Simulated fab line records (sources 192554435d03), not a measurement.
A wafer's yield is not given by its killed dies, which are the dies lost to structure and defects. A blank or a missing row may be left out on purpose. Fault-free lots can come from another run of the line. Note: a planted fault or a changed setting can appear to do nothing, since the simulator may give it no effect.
One fault seen from 3 desks + flow n5Finfet + numbers are kept per desk, each desk with only its own; the story behind them comes last
Where a reading is given only as a bound, like >300, the bound stands for it, and a mean or a difference that rests on one is marked > or <: the true number lies beyond.

AT THE TOOL OWNER'S DESK: pecvd-01
The tool's own readings at N5_BEOL_M0_SAQP_PECVD_04 (deposits a-Si from SiH4/He, target thk 60 nm, time 60.2 s): means of the sampled wafers that have a number, for each lot that ran on this tool. The brackets show how far a lot's mean lies from the usual mean; more than 4 standard deviations puts the lot out of limits, marked OUT.
Columns: A = chamberPressureTorr at N5_BEOL_M0_SAQP_PECVD_04, usual 3.000 Torr; B = heaterPowerW at N5_BEOL_M0_SAQP_PECVD_04, usual 649 W; C = showerheadPlenumPTorr at N5_BEOL_M0_SAQP_PECVD_04, usual 5.68 Torr; D = throttleValvePct at N5_BEOL_M0_SAQP_PECVD_04, usual 18.7 %
| lot  | first seen here | A     | B   | C    | D    |
|------|-----------------|-------|-----|------|------|
| L456 | day 5 12:24     | 3.000 | 574 | 5.65 | 18.2 |
| L461 | day 6 14:44     | 2.997 | 614 | 5.66 | 18.3 |
| L467 | day 8 04:01     | 3.000 | 561 | 5.65 | 18.3 |
| L478 | day 11 05:25    | 3.005 | 642 | 5.65 | 18.6 |
| L479 | day 11 09:49    | 2.997 | 573 | 5.65 | 18.9 |
Finding of this desk: none of the 5 lots has anything out of limits.

THE DEFECT DESK
For each lot, the counts of the inspections along the route, averaged over the sampled wafers that have a number. The brackets show how far a lot's mean lies from the usual mean; more than 4 standard deviations puts the lot out of limits, marked OUT.
Columns: A = rawDefectCount at N5_BEOL_M0_SAQP_INSPECT_16, usual 511; B = rawDefectCount at N5_BEOL_M0_SAQP_INSPECT_42, usual 276; C = rawDefectCount at N5_BEOL_M0_CUTY_INSPECT_59, usual 1.9
| lot  | first seen here | A               | B              | C               |
|------|-----------------|-----------------|----------------|-----------------|
| L456 | day 5 12:55     | 579             | 415            | 1.7             |
| L457 | day 5 18:55     | 634             | 319            | 0.7             |
| L461 | day 6 15:15     | 520             | 265            | 2.7             |
| L467 | day 8 04:38     | 1089 (+4.4) OUT | 761 (+6.5) OUT | >101 (>+76) OUT |
| L473 | day 9 18:13     | 430             | 303            | 2.3             |
| L475 | day 10 08:06    | 488             | 342            | 2.0             |
| L478 | day 11 06:03    | 829             | 262            | 2.3             |
| L479 | day 11 10:19    | 390             | 199            | 1.3             |
Finding of this desk: L467 out of limits; the first was L467 at day 8 04:38, on rawDefectCount at N5_BEOL_M0_SAQP_INSPECT_16. L456, L457, L461, L473, L475, L478, L479: within limits.

METROLOGY DESK
Lot by lot, what the gauges showed, no matter which tool ran the lot: averages of those sampled wafers that carry a number. The brackets show how far a lot's mean lies from the usual mean; more than 4 standard deviations puts the lot out of limits, marked OUT. Of its 10 readings 7 are shown: those that lie furthest out on some lot.
Columns: A = IOFF_N at N5_BEOL_M4_RC_MEAS_101, usual 0.17 nA/um; B = IOFF_P at N5_BEOL_M4_RC_MEAS_101, usual 0.21 nA/um; C = ION_N at N5_BEOL_M4_RC_MEAS_101, usual 674 uA/um; D = ION_P at N5_BEOL_M4_RC_MEAS_101, usual 462 uA/um; E = SS_N at N5_BEOL_M4_RC_MEAS_101, usual 71.6 mV/dec; F = VT_N at N5_BEOL_M4_RC_MEAS_101, usual 250 mV; G = VT_P at N5_BEOL_M4_RC_MEAS_101, usual -250 mV
| lot  | first seen here | A    | B    | C   | D   | E    | F   | G    |
|------|-----------------|------|------|-----|-----|------|-----|------|
| L456 | day 9 02:22     | 0.17 | 0.23 | 681 | 468 | 71.4 | 248 | -247 |
| L457 | day 10 01:57    | 0.12 | 0.18 | 652 | 458 | 70.8 | 257 | -252 |
| L461 | day 10 20:36    | 0.13 | 0.17 | 673 | 462 | 70.9 | 253 | -253 |
| L467 | day 12 11:43    | 0.18 | 0.22 | 673 | 459 | 71.7 | 248 | -251 |
| L473 | day 13 11:56    | 0.16 | 0.23 | 675 | 473 | 71.5 | 248 | -246 |
| L475 | day 14 05:31    | 0.13 | 0.16 | 656 | 450 | 72.0 | 254 | -258 |
| L478 | day 15 03:29    | 0.16 | 0.21 | 679 | 466 | 71.3 | 250 | -248 |
| L479 | day 15 13:25    | 0.14 | 0.18 | 667 | 460 | 71.5 | 255 | -255 |
Finding of this desk: none of the 8 lots has anything out of limits.

BROUGHT TOGETHER
The defect desk could have raised an alarm at day 8 04:38, on L467.
The tool owner's desk saw nothing out of limits.
Nothing out of limits was seen by the metrology desk.
The tool owner's desk has L467 on record, within its limits.
The metrology desk holds a record of L467, inside its limits.
Every lot named ran N5_BEOL_M0_SAQP_PECVD_04 on pecvd-01.

WHAT THE SIMULATOR HAD INSERTED
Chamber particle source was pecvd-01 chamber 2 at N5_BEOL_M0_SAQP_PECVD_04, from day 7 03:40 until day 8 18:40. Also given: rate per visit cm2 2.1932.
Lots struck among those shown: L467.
Hours from the fault's start to each desk's first reading out of limits: the defect desk, 25.
